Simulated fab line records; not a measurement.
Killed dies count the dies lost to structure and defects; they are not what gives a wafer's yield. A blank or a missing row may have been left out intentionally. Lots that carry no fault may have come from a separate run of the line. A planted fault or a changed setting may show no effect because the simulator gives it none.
Split-lot experiment :: flow n5Finfet :: 21 wafers read across 7 lots, on a route 1938 steps long

THE SPLIT
At N5_BEOL_M5_ILD_DEP_00 (deposits SiCOH lowk from DEMS/porogen, target thk 140.64 nm, time 25.9 s), the setting timeS was moved away from the recipe's 25.9 s on 7 of the 21 wafers read, by -12.7% to +9.7%. For the rest of the wafers, this setting stayed at what the recipe calls for.

BETWEEN THE SPLIT AND THE READING: the file shows 1 step in between
- N5_BEOL_M5_CURE_79: cures SiCOH lowk, time 240 s

THE READING
M5_ILD_THK at N5_BEOL_M5_THK_MEAS_01, in nm. Fault-free wafers of this fab line usually give 120.6 nm, standard deviation 1.6 nm.

wafer: L080.1
tool, chamber at the split: pecvd-02, 0
timeS as run, s: 25.9
against the recipe: recipe
M5_ILD_THK, nm: 119.8
against lot-mates on the recipe: -

wafer: L080.3
tool, chamber at the split: pecvd-02, 0
timeS as run, s: 25.9
against the recipe: recipe
M5_ILD_THK, nm: 121.3
against lot-mates on the recipe: -

wafer: L080.6
tool, chamber at the split: pecvd-02, 2
timeS as run, s: 25.9
against the recipe: recipe
M5_ILD_THK, nm: 121.7
against lot-mates on the recipe: -

wafer: L084.1
tool, chamber at the split: pecvd-03, 1
timeS as run, s: 25.9
against the recipe: recipe
M5_ILD_THK, nm: 117.1
against lot-mates on the recipe: -

wafer: L084.3
tool, chamber at the split: pecvd-03, 1
timeS as run, s: 28.42
against the recipe: +9.7%
M5_ILD_THK, nm: 131.5
against lot-mates on the recipe: +14.4

wafer: L084.6
tool, chamber at the split: pecvd-03, 1
timeS as run, s: 28.42
against the recipe: +9.7%
M5_ILD_THK, nm: 131.6
against lot-mates on the recipe: +14.5

wafer: L083.2
tool, chamber at the split: pecvd-01, 0
timeS as run, s: 25.9
against the recipe: recipe
M5_ILD_THK, nm: 119.4
against lot-mates on the recipe: -

wafer: L083.4
tool, chamber at the split: pecvd-01, 2
timeS as run, s: 25.9
against the recipe: recipe
M5_ILD_THK, nm: 122.6
against lot-mates on the recipe: -

wafer: L083.6
tool, chamber at the split: pecvd-01, 0
timeS as run, s: 25.9
against the recipe: recipe
M5_ILD_THK, nm: 121.5
against lot-mates on the recipe: -

wafer: L086.1
tool, chamber at the split: pecvd-03, 0
timeS as run, s: 22.6
against the recipe: -12.7%
M5_ILD_THK, nm: 103.8
against lot-mates on the recipe: -16.9

wafer: L086.4
tool, chamber at the split: pecvd-03, 1
timeS as run, s: 25.9
against the recipe: recipe
M5_ILD_THK, nm: 120.7
against lot-mates on the recipe: -

wafer: L086.6
tool, chamber at the split: pecvd-03, 0
timeS as run, s: 22.6
against the recipe: -12.7%
M5_ILD_THK, nm: 106.7
against lot-mates on the recipe: -14.0

wafer: L090.1
tool, chamber at the split: pecvd-03, 1
timeS as run, s: 25.9
against the recipe: recipe
M5_ILD_THK, nm: 121.5
against lot-mates on the recipe: -

wafer: L090.3
tool, chamber at the split: pecvd-03, 2
timeS as run, s: 25.9
against the recipe: recipe
M5_ILD_THK, nm: 119.9
against lot-mates on the recipe: -

wafer: L090.5
tool, chamber at the split: pecvd-03, 0
timeS as run, s: 25.9
against the recipe: recipe
M5_ILD_THK, nm: 123.4
against lot-mates on the recipe: -

wafer: L093.2
tool, chamber at the split: pecvd-03, 1
timeS as run, s: 26.99
against the recipe: +4.2%
M5_ILD_THK, nm: 123.2
against lot-mates on the recipe: +3.0

wafer: L093.3
tool, chamber at the split: pecvd-03, 2
timeS as run, s: 25.9
against the recipe: recipe
M5_ILD_THK, nm: 118.1
against lot-mates on the recipe: -

wafer: L093.5
tool, chamber at the split: pecvd-03, 0
timeS as run, s: 25.9
against the recipe: recipe
M5_ILD_THK, nm: 122.3
against lot-mates on the recipe: -

wafer: L097.2
tool, chamber at the split: pecvd-02, 2
timeS as run, s: 24.5
against the recipe: -5.4%
M5_ILD_THK, nm: 114.1
against lot-mates on the recipe: -8.4

wafer: L097.3
tool, chamber at the split: pecvd-02, 1
timeS as run, s: 24.5
against the recipe: -5.4%
M5_ILD_THK, nm: 114.4
against lot-mates on the recipe: -8.1

wafer: L097.5
tool, chamber at the split: pecvd-02, 1
timeS as run, s: 25.9
against the recipe: recipe
M5_ILD_THK, nm: 122.5
against lot-mates on the recipe: -

FIT RESULTS
A straight line over all 21 wafers: M5_ILD_THK changes by +1.16 nm for each +1% of timeS; r = +0.97; the points scatter about the line by 1.7 nm.
The same after taking each lot's own level away (the mean of its wafers on the recipe; 21 wafers): +1.32 nm for each +1%; r = +0.98; scatter 1.5 nm.
Per that fit: largest timeS move, reading shift of 17 nm.
Across the lots, their own levels run from 117.10 to 122.50 nm, a range of 3.4 times the standard deviation given above.
In other words, the slope is changed by the lot-to-lot level; the two fits disagree.
Check: -16.7 nm against its lot-mates is what the line predicts for one of the wafers moved furthest among these (-12.7%) when that wafer is left out of the fit. Against them it came out at -16.9 nm.

OTHER SPLITS APPLIED TO THESE WAFERS
Other splits were also applied to these wafers ahead of the reading. Each is held against what the fit with the lots' levels taken away leaves over:
other split on the same wafers: N5_MOL_CONTACT_COAG_CONTACT_ETCH_14 sourceW
wafers away from the commonest value: 10
r with M5_ILD_THK (lot level and that fit taken away): -0.34

other split on the same wafers: N5_MOL_CONTACT_COAG_ETCH_67 sourceW
wafers away from the commonest value: 8
r with M5_ILD_THK (lot level and that fit taken away): +0.38

other split on the same wafers: N5_BEOL_M1_ILD_DEP_00 timeS
wafers away from the commonest value: 6
r with M5_ILD_THK (lot level and that fit taken away): +0.36

other split on the same wafers: N5_BEOL_M1_PECVD_72 timeS
wafers away from the commonest value: 6
r with M5_ILD_THK (lot level and that fit taken away): -0.16

other split on the same wafers: N5_BEOL_M2_ETCH_74 sourceW
wafers away from the commonest value: 8
r with M5_ILD_THK (lot level and that fit taken away): +0.11

other split on the same wafers: N5_BEOL_M2_COAT_67 spinRpm
wafers away from the commonest value: 6
r with M5_ILD_THK (lot level and that fit taken away): +0.03

other split on the same wafers: N5_BEOL_M4_DESCUM_33 timeS
wafers away from the commonest value: 6
r with M5_ILD_THK (lot level and that fit taken away): +0.11

THE WHOLE CHAIN: every reading that the file lists as answering this split, in the file's order
step: N5_BEOL_M5_ILD_DEP_00
what it does: deposits SiCOH lowk from DEMS/porogen, target thk 140.64 nm, time 25.9 s
reading: SiCOH_lowk_of_BEOL_M5_ILD_DEP_00.thkNm (the simulator's own value, which no gauge read)
change (the file's fit): +1.51 nm for each +1% of the setting
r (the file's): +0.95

step: N5_BEOL_M5_CURE_79
what it does: cures SiCOH lowk, time 240 s
reading: SiCOH_lowk_of_BEOL_M5_ILD_DEP_00.thkNm (the simulator's own value, which no gauge read)
change (the file's fit): +1.3 nm for each +1% of the setting
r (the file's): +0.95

step: N5_BEOL_M5_THK_MEAS_01
what it does: 
reading: M5_ILD_THK
change (the file's fit): +1.3 for each +1% of the setting
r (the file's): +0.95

THE FILE'S OWN FIT
M5_ILD_THK changes by +1.3 nm for each +1% of timeS, r = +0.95.
